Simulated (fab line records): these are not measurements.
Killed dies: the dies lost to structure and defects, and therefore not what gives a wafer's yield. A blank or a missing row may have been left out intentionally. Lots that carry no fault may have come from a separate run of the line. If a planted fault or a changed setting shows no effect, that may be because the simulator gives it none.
Chamber matching	flow n5_finfet	4 sister chambers for N5_HKMG_FIN_CMP_23 on cmp-04
The step polishes, stops on SiNx, t overpolish 10 s, target thk 46.326 nm. 4 wafers are shown with their chamber, then 8 later ones without.

== WAFERS PAIRED WITH THEIR CHAMBERS ==
wafer	chamber	motor_current_A (A)
L080.5	1	12.4
L084.6	2	11.1
L083.6	3	12.6
L085.1	0	12.1

== WAFERS WHOSE CHAMBER IS MISSING ==
wafer	motor_current_A (A)
L085.5	11.6
L085.6	12.5
L089.1	11.8
L089.2	12.1
L089.5	12.0
L092.2	11.6
L092.3	12.3
L092.5	11.4

== EACH ONE'S CHAMBER ==
wafer	from the rows above	in truth
L085.5	can't be placed: 0 or 2 or 1 or 3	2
L085.6	can't be placed: 1 or 3 or 0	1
L089.1	can't be placed: 0 or 1 or 2 or 3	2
L089.2	can't be placed: 0 or 1 or 3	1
L089.5	can't be placed: 0 or 1 or 3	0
L092.2	can't be placed: 0 or 2 or 1 or 3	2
L092.3	can't be placed: 1 or 0 or 3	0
L092.5	can't be placed: 2 or 0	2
Correct placement for 0 of the 8. Cannot be placed on the basis of these rows: 8; the candidates contain the true chamber in 8. 0 placed wrongly.
How it was worked out, from the rows above alone: a wafer's distance from a chamber is the root of the sum, over the readings, of the square of ((its reading less the chamber's mean) divided by the reading's scatter). The wafer belongs to the nearest chamber; if the next one is less than 2 further off, it can't be placed. Each chamber's mean is taken over the wafers shown for it. The scatter (one wafer shown for each chamber): square how far every hidden wafer sits from the nearest shown wafer, average those squares and take the square root.
